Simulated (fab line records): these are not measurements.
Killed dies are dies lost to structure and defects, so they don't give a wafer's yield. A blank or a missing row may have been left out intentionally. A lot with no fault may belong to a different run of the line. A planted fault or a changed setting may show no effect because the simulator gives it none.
fab line records	flow n5-finfet
record lots=11	wafers=32	last-day=20
route steps=1938 shown BEOL_M4@1102 BEOL_M5@1115 PASSIVATION@1936
lots with no fault: from the same line, run without faults
start-h: the number of hours between the record's first day and the start of the first shown wafer of the lot	wait-h: time in hours since the lot's previous step	" unchanged from the row above	L1.1+2: a row that stands for several wafers	- either no value or no given start	* or withheld: withheld	< > ~ a bound
route shown NAME@n: NAME is a module with steps in the file, n the number in the route of the first one	usual: mean/standard deviation of fault-free wafers	same: alike in all rows	chamber/n: place in a boat	sites: per-site readings	_std_site: how widely they spread, as a standard deviation	_edge_site: outer sites' mean less inner sites'	radius-mm: for every site, how far away it sits from the centre of the wafer	mask NAME#n: copy n	behind: the most recent tool/chamber to have shaped the wafer	hold: why the lot went on hold/how many hours it stayed there/how the hold came to an end	device: whichever transistor did not switch (one of n, p or np)	end of line: the tests these same wafers got at the end of their route	where a step has no rows: the recipe by itself	killed: not the wafer's yield, but the dies lost to structure and defects at the first sort	map: the dies of a wafer, with x for killed, . for not killed, _ for no die there
set.NAME: the setting that was run; set.NAME@STEP: the one run at that earlier step	model.NAME: the simulator's own value behind a step, which no gauge read
the route's steps for a sample of lots (tables are steps, rows are wafers)
services: the hour from which a tool's chamber was out of use, counted from the record's first day as start-h (under 0 if before that day), plus the number of hours and why
## steps
# step N5_BEOL_M4_ANNEAL_51
# recipe temp-c=225	time-s=90	ambient=N2
# usual wafer_temp_C_max=225.9/0.36
# same time-s=90
lot.wafer	tool	chamber	start-h	wait-h	wafer_temp_C_max
L193.2	rtp-anneal-01	0	193.35	0.1	225.7
L193.3	"	0	"	"	225.8
L193.5	"	0	"	"	225.6
L201.2	rtp-anneal-02	0	249.63	0.1	226.4
L201.4	"	0	"	"	226.2
L201.5	"	0	"	"	226.1
L202.2	rtp-anneal-02	0	251.21	0.1	225.7
L202.6	"	0	"	"	226.1
L200.2	rtp-anneal-01	0	256.01	0.4	225.6
L200.3	"	0	"	"	225.4
L200.4	"	0	"	"	225.4
L199.1	rtp-anneal-02	0	260.72	0.1	227.0
L199.3	"	0	"	"	226.5
L199.6	"	0	"	"	226.0
L207.1	rtp-anneal-01	0	276.63	0.1	225.6
L207.2	"	0	"	"	225.6
L207.6	"	0	"	"	226.0
L206.1	rtp-anneal-01	0	287.31	0.1	225.7
L206.2	"	0	"	"	225.6
L206.4	"	0	"	"	225.9
L205.2	rtp-anneal-01	0	298.97	0.1	225.9
L205.4	"	0	"	"	225.9
L205.6	"	0	"	"	225.7
L210.1	rtp-anneal-02	0	299.02	0.1	226.4
L210.4	"	0	"	"	226.5
L210.5	"	0	"	"	226.2
L215.2	rtp-anneal-02	0	338.32	0.1	226.0
L215.3	"	0	"	"	226.5
L215.4	"	0	"	"	226.2
L216.1	rtp-anneal-02	0	348.34	0.1	225.8
L216.4	"	0	"	"	226.3
L216.6	"	0	"	"	225.8
# step N5_BEOL_M4_CMP_52
# recipe stop-on=SiOC	t-overpolish-s=6.8	down-force-psi=1	platen-rpm=50	clearing-platen-down-force-psi=1.5	clearing-platen-rpm=50	post-cmp-clean=cu-alkaline	target-thk-nm=40	clearing-platen-pad-velocity-m-s=0.99484	pad-velocity-m-s=0.99484
# usual barrier-field-endpoint-s=24.7/0.89	motor-current-A=6.1/0.53	overpolish-run-s=6.800/0.0087	slurry-filter-dp-kPa=13.49/0.15	time-to-endpoint-s=63/4.3
# same t-overpolish-s=6.8
lot.wafer	tool	chamber	start-h	wait-h	barrier-field-endpoint-s	motor-current-A	overpolish-run-s	slurry-filter-dp-kPa	time-to-endpoint-s
L193.3	cmp-03	0	193.64	0.2	24.5	6.2	6.815	13.14	62
L193.2	"	2	"	"	23.2	6.3	6.813	13.42	57
L193.5	"	3	"	"	25.2	6.4	6.801	13.36	63
L201.4	cmp-01	0	249.89	0.1	24.2	7.1	6.791	13.54	59
L201.2	"	2	"	"	24.2	5.7	6.794	13.36	60
L201.5	"	0	"	"	24.8	6.6	6.799	13.26	65
L202.2	cmp-03	3	251.52	0.3	25.1	6.4	6.793	13.42	64
L202.6	"	3	"	"	25.8	6.5	6.792	13.27	63
L200.4	cmp-04	1	256.26	0.1	25.1	6.9	6.789	13.57	62
L200.3	"	3	"	"	26.4	6.6	6.796	13.57	69
L200.2	"	0	"	"	25.8	6.3	6.809	13.43	65
L199.1	cmp-01	3	261.05	0.3	24.2	5.7	6.786	13.61	65
L199.3	"	0	"	"	23.3	6.8	6.805	13.37	59
L199.6	"	2	"	"	23.8	6.1	6.801	13.38	59
L207.2	cmp-03	0	276.96	0.2	24.9	6.6	6.805	13.59	62
L207.1	"	1	"	"	25.4	6.0	6.795	13.45	68
L207.6	"	0	"	"	25.1	6.2	6.797	13.36	65
L206.4	cmp-04	2	287.61	0.1	25.8	5.3	6.805	13.58	66
L206.1	"	3	"	"	26.6	6.2	6.802	13.59	70
L206.2	"	0	"	"	25.3	5.8	6.800	13.58	66
L205.2	cmp-03	3	299.22	0.2	25.2	6.1	6.789	13.36	63
L205.4	"	1	"	"	25.5	6.2	6.813	13.55	65
L205.6	"	3	"	"	24.3	6.0	6.796	13.57	62
L210.1	cmp-01	2	299.31	0.3	25.5	5.9	6.805	13.26	64
L210.4	"	3	"	"	25.2	6.0	6.788	13.36	66
L210.5	"	2	"	"	24.6	6.2	6.791	13.73	62
L215.2	cmp-01	1	338.57	0.2	23.6	5.5	6.805	13.41	58
L215.3	"	3	"	"	25.6	5.6	6.801	13.70	68
L215.4	"	0	"	"	24.3	7.0	6.809	13.64	61
L216.1	cmp-03	0	348.73	0.3	24.7	6.2	6.795	13.48	61
L216.4	"	1	"	"	25.9	6.3	6.803	13.43	68
L216.6	"	2	"	"	25.1	6.2	6.793	13.61	62
# step N5_BEOL_M4_RS_MEAS_58
# recipe thk-meas-gauge=four-point-probe	reads=Co_of_BEOL_M4_CO_CAP_55+Cu_of_BEOL_M4_ECD_50+Co_of_BEOL_M4_CVD_47+TaN_of_BEOL_M4_ALD_84
# usual M4_RS=0.66/0.034
lot.wafer	tool	chamber	start-h	wait-h	M4_RS[ohm/sq]
L193.2	film-metro-01	-	194.16	0.1	0.64
L193.3	"	-	"	"	0.66
L193.5	"	-	"	"	0.67
L201.2	film-metro-01	-	250.50	0.1	0.73
L201.4	"	-	"	"	0.68
L201.5	"	-	"	"	0.67
L202.2	film-metro-02	-	252.03	0.1	0.64
L202.6	"	-	"	"	0.64
L200.2	film-metro-02	-	256.82	0.1	0.62
L200.3	"	-	"	"	0.61
L200.4	"	-	"	"	0.67
L199.1	film-metro-02	-	261.57	0.0	0.64
L199.3	"	-	"	"	0.66
L199.6	"	-	"	"	0.64
L207.1	film-metro-01	-	277.87	0.0	0.65
L207.2	"	-	"	"	0.66
L207.6	"	-	"	"	0.71
L206.1	film-metro-02	-	288.17	0.0	0.60
L206.2	"	-	"	"	0.65
L206.4	"	-	"	"	0.64
L205.2	film-metro-01	-	299.81	0.1	0.66
L205.4	"	-	"	"	0.61
L205.6	"	-	"	"	0.68
L210.1	film-metro-02	-	299.87	0.0	0.68
L210.4	"	-	"	"	0.65
L210.5	"	-	"	"	0.64
L215.2	film-metro-01	-	339.28	0.1	0.68
L215.3	"	-	"	"	0.62
L215.4	"	-	"	"	0.70
L216.1	film-metro-02	-	349.37	0.0	0.64
L216.4	"	-	"	"	0.62
L216.6	"	-	"	"	0.72
# step N5_BEOL_M5_PECVD_70
# recipe material=SiO2	target-thk-a=160	temp-c=400	precursor=TEOS/O2	pressure-torr=5.5	rf-w=450	teos-flow-sccm=53.8	gas=O2	flow-sccm=3000	time-s=18
# usual heater-power-w=796/130	showerhead-plenum-p-Torr=8.81/0.049	susceptor-temp-C=400.00/0.21	throttle-valve-pct=22.5/1.5
# same time-s=18
lot.wafer	tool	chamber	start-h	wait-h	heater-power-w	showerhead-plenum-p-Torr	susceptor-temp-C	throttle-valve-pct
L193.2	pecvd-01	2	196.85	0.0	849	8.77	400.08	21.1
L193.3	"	0	"	"	687	8.75	400.19	23.8
L193.5	"	0	"	"	698	8.75	400.18	23.9
L201.2	pecvd-03	0	252.12	0.0	887	8.86	400.05	25.6
L201.4	"	1	"	"	762	8.85	399.80	21.5
L201.5	"	0	"	"	876	8.87	400.01	26.0
L202.2	pecvd-03	2	253.66	0.0	930	8.69	400.20	22.0
L202.6	"	0	"	"	860	8.86	399.93	25.9
L200.2	pecvd-02	1	258.95	0.0	871	8.79	400.01	23.1
L200.3	"	0	"	"	977	8.86	399.95	22.9
L200.4	"	1	"	"	862	8.79	400.06	22.9
L199.1	pecvd-01	1	263.19	0.0	568	8.77	399.86	22.6
L199.3	"	2	"	"	767	8.78	399.83	21.2
L199.6	"	2	"	"	784	8.79	400.11	21.2
L207.1	pecvd-01	1	279.98	0.0	596	8.76	399.96	22.8
L207.2	"	0	"	"	621	8.77	400.25	23.6
L207.6	"	1	"	"	582	8.80	400.12	22.5
L206.1	pecvd-01	1	289.79	0.0	745	8.78	431.95	22.4
L206.2	"	2	"	"	735	8.80	400.19	21.6
L206.4	"	2	"	"	742	8.78	399.98	21.6
L205.2	pecvd-03	0	301.43	0.0	884	8.88	400.09	26.2
L205.4	"	0	"	"	898	8.87	400.08	26.3
L205.6	"	0	"	"	886	8.85	399.73	26.2
L210.1	pecvd-02	0	301.52	0.0	980	8.88	400.22	22.5
L210.4	"	0	"	"	994	8.87	400.13	22.7
L210.5	"	2	"	"	932	8.84	399.92	20.0
L215.2	pecvd-02	2	340.90	0.0	840	8.86	400.11	20.0
L215.3	"	0	"	"	855	8.88	400.08	23.0
L215.4	"	1	"	"	809	8.80	400.29	23.6
L216.1	pecvd-02	0	351.47	0.0	951	8.87	399.96	23.1
L216.4	"	0	"	"	999	8.86	400.01	22.7
L216.6	"	2	"	"	911	8.83	400.30	20.4
# step N5_PASSIVATION_PROBE_49
# usual defect-limited-yield=91.2/1.5	killed_at_M0_to_M3=36/10	killed_at_M4_up=14/5.2	killed-at-contacts=12/6	killed-at-front-end=37/10	killed-at-other=4/3.3	killed-dies=104/18	killed-open=68/14	killed-short=34/7.4	sort_bin_4_leakage=0.01/0.04	sort_bin_5_function=5.2/1	sort_bin_6_memory=3.3/0.7	sort_bin_8_speed=0.01/0.045	sort-n-pass=1076/18	sort-yield-pct=91.2/1.5
# same gross-dies=1180	killed-at-back-side=0
lot.wafer	tool	chamber	start-h	wait-h	defect-limited-yield[%]	killed_at_M0_to_M3	killed_at_M4_up	killed-at-contacts	killed-at-front-end	killed-at-other	killed-dies	killed-open	killed-short	sort_bin_4_leakage[%]	sort_bin_5_function[%]	sort_bin_6_memory[%]	sort_bin_8_speed[%]	sort-n-pass	sort-yield-pct[%]
L207.1	prober-01	-	400.51	0.0	89.1	42	14	10	61	2	129	77	52	0	6.4	4.2	0	1051	89.1
L207.2	prober-01	-	400.56	0.1	92.3	29	12	7	41	2	91	55	36	0	5.0	2.4	0	1089	92.3
L207.6	prober-01	-	400.76	0.3	90.1	44	9	11	52	1	117	71	45	0	6.1	3.2	0	1063	90.1
L205.6	prober-02	-	419.84	0.3	91.3	35	21	17	28	2	103	75	28	0	5.2	3.4	0	1077	91.3
# killed by level:class
L207.1 STI_FIN_REVEAL:geometric-particle:open=13 BEOL_M0_SAQP:geometric-particle:open=10 BEOL_M0_SAQP:geometric-particle:short=8 FIN_SAQP:geometric-particle:open=7 FIN_SAQP:geometric-particle:short=7 MOL_CONTACT_COAG:geometric-particle:open=7 STI_FIN_REVEAL:geometric-particle:short=6 ILD0:geometric-particle:short=6
L207.2 FIN_SAQP:geometric-particle:open=9 BEOL_M1:geometric-particle:open=9 GATE_CUT:geometric-particle:short=7 MOL_CONTACT_COAG:geometric-particle:open=7 FIN_SAQP:geometric-particle:short=6 BEOL_M2:geometric-particle:open=5 BEOL_M1:geometric-particle:short=5 BEOL_M4:geometric-particle:open=5
L207.6 FIN_SAQP:geometric-particle:open=16 FIN_SAQP:geometric-particle:short=14 BEOL_M1:geometric-particle:open=14 BEOL_M0_SAQP:geometric-particle:short=9 DUMMY_GATE:geometric-particle:open=8 MOL_CONTACT_COAG:geometric-particle:open=7 BEOL_M2:geometric-particle:open=7 BEOL_M0_SAQP:geometric-particle:open=5
L205.6 MOL_CONTACT_COAG:geometric-particle:open=15 BEOL_M0_SAQP:geometric-particle:open=15 DUMMY_GATE:geometric-particle:open=7 BEOL_M4:geometric-particle:open=7 BEOL_M3:geometric-particle:open=6 BEOL_M0_SAQP:geometric-particle:short=6 FIN_SAQP:geometric-particle:open=5 ILD0:geometric-particle:short=5
## services
tool	chamber	start-h	hours	kind
cmp-04	-	177.98	9.0	pm
pecvd-02	-	189.15	0.8	pm
pecvd-01	-	194.92	1.3	repair
pecvd-02	2	202.38	-	clean
pecvd-02	2	202.38	-	consumable-replace:showerhead
pecvd-02	2	202.38	29.0	scheduled-down
pecvd-02	2	202.38	29.0	vent-cycle
cmp-03	-	204.67	4.0	pm
pecvd-02	1	206.22	2.9	repair
cmp-03	-	208.67	-	consumable-replace:conditioner
cmp-03	-	208.67	-	consumable-replace:pad
cmp-03	-	216.66	0.9	repair
cmp-01	-	217.37	1.1	repair
pecvd-03	1	226.92	4.8	repair
cmp-03	-	244.00	1.0	repair
pecvd-03	-	255.03	14.6	pm
cmp-01	-	269.12	8.4	pm
pecvd-02	-	270.32	28.1	pm
cmp-01	-	278.95	0.5	repair
pecvd-01	-	295.80	14.6	pm
pecvd-03	0	307.10	28.4	repair
pecvd-02	1	319.53	5.5	scheduled-down
cmp-01	-	325.02	0.8	repair
cmp-04	-	346.47	12.1	pm
## key
first-sign step=N5_BEOL_M5_PECVD_70	reading=susceptor-temp-C	direction=up	sigmas=99+	usual=*	struck=*
effect none on later readings
met-at N5_BEOL_M5_PECVD_70
struck-lots L206
struck-wafers L206.1
not-acting-at N5_BEOL_M4_ANNEAL_51,N5_BEOL_M4_CMP_52,N5_BEOL_M4_RS_MEAS_58
onset-between 279.98 289.79
fault kind=process-parameter-drift	tool=pecvd-01	chamber=1	onset-h=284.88	steps=N5_BEOL_M5_PECVD_70	channel=temp-c	offset=*	shape=step	end-h=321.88	acts-in=*	stated=*
